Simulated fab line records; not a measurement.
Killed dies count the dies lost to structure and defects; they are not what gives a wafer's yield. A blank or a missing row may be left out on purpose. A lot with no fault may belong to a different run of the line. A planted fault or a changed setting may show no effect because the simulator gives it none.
2 desks, one fault | flow nand-harc | only its own numbers are on each desk; what lay behind them is given at the end

THE METROLOGY DESK
Lot by lot, what the gauges showed, no matter which tool ran the lot: averages of those sampled wafers that carry a number. Marked OUT: a lot whose mean sits more than 4 standard deviations from the usual mean, which makes it out of limits; the brackets give that distance.
Columns: A = thk-nm at NHARC_A_BONDPAD_THK_MEAS_30, usual 200.0 nm; B = cd-nm at NHARC_A_BONDPAD_CD_MEAS_13, usual 499.3 nm
lot  | first seen here | A     | B
L617 | day 23 09:26    | 198.7 | 498.8
L615 | day 23 10:44    | 201.4 | 500.5
L616 | day 23 23:27    | 199.7 | 500.7
L619 | day 24 09:29    | 200.3 | 500.4
L620 | day 25 09:39    | 200.7 | 500.6
L621 | day 25 15:38    | 199.1 | 498.7
L622 | day 26 09:37    | 199.7 | 497.9
L624 | day 27 03:25    | 199.8 | 500.6
L627 | day 27 19:38    | 201.2 | 501.6
L628 | day 28 00:07    | 202.1 | 498.1
L634 | day 30 21:12    | 201.1 | 496.1
L637 | day 31 17:46    | 200.6 | 499.1
L636 | day 31 20:00    | 200.9 | 498.6
This desk's finding: nothing out of limits on any of the 13 lots.

DESK OF THE TOOL OWNER: rie-diel-13
The tool's own readings at NHARC_A_STAIRCASE_ETCH_271 (etches the open film in CF4/CHF3): means of the sampled wafers that have a number, for each lot that ran on this tool. Marked OUT: a lot whose mean sits more than 4 standard deviations from the usual mean, which makes it out of limits; the brackets give that distance.
Columns: A = drypump-motor-current-A at NHARC_A_STAIRCASE_ETCH_271, usual 5.7 A; B = oes-product-au at NHARC_A_STAIRCASE_ETCH_271, usual 0.953 a.u.; C = rf-vpp-V at NHARC_A_STAIRCASE_ETCH_271, usual 371.2 V; D = showerhead-plenum-p-Torr at NHARC_A_STAIRCASE_ETCH_271, usual 1.59 Torr; E = throttle-valve-pct at NHARC_A_STAIRCASE_ETCH_271, usual 16.802 %
lot  | first seen here | A   | B     | C     | D    | E
L616 | day 16 20:49    | 5.8 | 0.927 | 371.0 | 1.59 | 16.803
L619 | day 17 23:47    | 5.6 | 0.962 | 372.0 | 1.62 | 16.808
L628 | day 21 12:20    | 5.8 | 0.968 | 372.3 | 1.61 | 16.803
This desk's finding: nothing out of limits on any of the 3 lots.

PUT TOGETHER
From the metrology desk's view, nothing was out of limits.
The tool owner's desk saw nothing out of limits.

WHAT THE SIMULATOR PUT IN
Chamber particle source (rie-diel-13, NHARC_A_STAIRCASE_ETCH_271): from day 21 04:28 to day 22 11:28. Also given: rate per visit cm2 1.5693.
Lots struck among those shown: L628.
